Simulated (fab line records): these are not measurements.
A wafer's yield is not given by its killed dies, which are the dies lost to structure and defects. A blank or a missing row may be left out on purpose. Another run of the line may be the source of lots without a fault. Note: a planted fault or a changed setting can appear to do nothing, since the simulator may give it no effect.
Matching of chambers | flow n5Finfet | N5_BEOL_M15_ETCH_57 on rieDiel-05: 4 sister chambers
The step etches SOC in N2/H2, time 750 s. 14 wafers are shown with their chamber, then 7 later ones without.

== EACH WAFER AND ITS CHAMBER ==
wafer  | chamber | showerheadPlenumPTorr (Torr) | drypumpMotorCurrentA (A) | throttleValvePct (%)
L075.2 | 1       | 2.58                         | 6.2                      | 18.14
L075.4 | 0       | 2.62                         | 5.0                      | 18.24
L075.5 | 1       | 2.58                         | 6.2                      | 18.11
L077.1 | 1       | 2.57                         | 6.2                      | 18.15
L077.2 | 0       | 2.62                         | 5.0                      | 18.23
L077.4 | 0       | 2.62                         | 5.0                      | 18.24
L080.2 | 1       | 2.57                         | 6.2                      | 18.16
L080.3 | 3       | 2.41                         | 5.4                      | 17.71
L080.4 | 1       | 2.57                         | 6.2                      | 18.16
L081.3 | 2       | 2.41                         | 5.7                      | 18.01
L081.4 | 0       | 2.62                         | 5.0                      | 18.24
L081.6 | 3       | 2.41                         | 5.4                      | 17.72
L089.1 | 1       | 2.57                         | 6.2                      | 18.18
L089.4 | 3       | 2.40                         | 5.3                      | 17.74

SIGNATURES, as means of the wafers listed above
reading               | chamber 0 | chamber 1 | chamber 2 | chamber 3 | scatter within a chamber
showerheadPlenumPTorr | 2.6200    | 2.5733    | 2.4100    | 2.4067    | 0.00447
drypumpMotorCurrentA  | 5.000     | 6.200     | 5.700     | 5.367     | 0.0258
throttleValvePct      | 18.2375   | 18.1500   | 18.0100   | 17.7233   | 0.0183
Rule: for a wafer and a chamber, the distance is found by dividing, reading by reading, the gap between the wafer's reading and the chamber's mean by the reading's scatter, squaring, summing and taking the root. The wafer belongs to the nearest chamber; if the next one is less than 2 further off, it can't be placed. The scatter is the square root of a quotient: the sum, over the shown wafers, of each reading's squared deviation from its chamber's mean, divided by wafers minus chambers.

== WAFERS WHOSE CHAMBER IS MISSING ==
wafer  | showerheadPlenumPTorr (Torr) | drypumpMotorCurrentA (A) | throttleValvePct (%)
L089.6 | 2.41                         | 5.7                      | 18.04
L088.1 | 2.56                         | 6.2                      | 18.17
L088.4 | 2.41                         | 5.6                      | 18.06
L088.5 | 2.40                         | 5.4                      | 17.74
L093.2 | 2.56                         | 6.2                      | 18.18
L093.4 | 2.41                         | 5.7                      | 18.06
L093.6 | 2.40                         | 5.4                      | 17.74

== WHICH CHAMBER EACH ONE RAN IN ==
wafer  | from the rows above | in truth
L089.6 | 2                   | 2
L088.1 | 1                   | 1
L088.4 | 2                   | 2
L088.5 | 3                   | 3
L093.2 | 1                   | 1
L093.4 | 2                   | 2
L093.6 | 3                   | 3
Correctly placed: 7 of 7. Not placeable from these rows: 0. 0 placed wrongly.
